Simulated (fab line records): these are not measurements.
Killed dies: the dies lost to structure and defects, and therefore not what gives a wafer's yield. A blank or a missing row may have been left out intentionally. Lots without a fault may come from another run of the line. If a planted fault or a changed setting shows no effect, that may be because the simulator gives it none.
Chamber matching :: flow nandHarc :: NHARC_A_SLIT_DEP_23 on pecvd-04 has 3 sister chambers
The step deposits SiON, target thk 100 nm. 3 wafers are shown with their chamber, then 10 later ones without.

## WAFERS PAIRED WITH THEIR CHAMBERS
wafer: L081.3
chamber: 2
showerheadVppV (V): 1148

wafer: L089.1
chamber: 1
showerheadVppV (V): 1151

wafer: L089.4
chamber: 0
showerheadVppV (V): 1322

## WAFERS WHOSE CHAMBER IS MISSING
wafer: L089.5
showerheadVppV (V): 1176

wafer: L092.1
showerheadVppV (V): 1144

wafer: L092.3
showerheadVppV (V): 1152

wafer: L092.5
showerheadVppV (V): 1134

wafer: L093.2
showerheadVppV (V): 1283

wafer: L093.3
showerheadVppV (V): 1157

wafer: L093.6
showerheadVppV (V): 1174

wafer: L097.1
showerheadVppV (V): 1316

wafer: L097.2
showerheadVppV (V): 1143

wafer: L097.3
showerheadVppV (V): 1137

## CHAMBER TAKEN BY EACH
wafer: L089.5
from the rows above: can't be placed: 1 or 2
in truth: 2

wafer: L092.1
from the rows above: can't be placed: 2 or 1
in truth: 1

wafer: L092.3
from the rows above: can't be placed: 1 or 2
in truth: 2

wafer: L092.5
from the rows above: can't be placed: 2 or 1
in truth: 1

wafer: L093.2
from the rows above: 0
in truth: 0

wafer: L093.3
from the rows above: can't be placed: 1 or 2
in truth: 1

wafer: L093.6
from the rows above: can't be placed: 1 or 2
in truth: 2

wafer: L097.1
from the rows above: 0
in truth: 0

wafer: L097.2
from the rows above: can't be placed: 2 or 1
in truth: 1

wafer: L097.3
from the rows above: can't be placed: 2 or 1
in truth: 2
Correct placement for 2 of the 10. Not placeable from these rows: 8 (in 8, the candidates include the true chamber). 0 placed wrongly.
How it was worked out, from the rows above alone: a wafer's distance from a chamber is the root of the sum, over the readings, of the square of ((its reading less the chamber's mean) divided by the reading's scatter). The wafer belongs to the nearest chamber; if the next one is less than 2 further off, it can't be placed. Each chamber's mean is taken over the wafers shown for it. The scatter: with one shown wafer a chamber, the root of the mean of the squares of how far each hidden wafer lies from its nearest shown one.
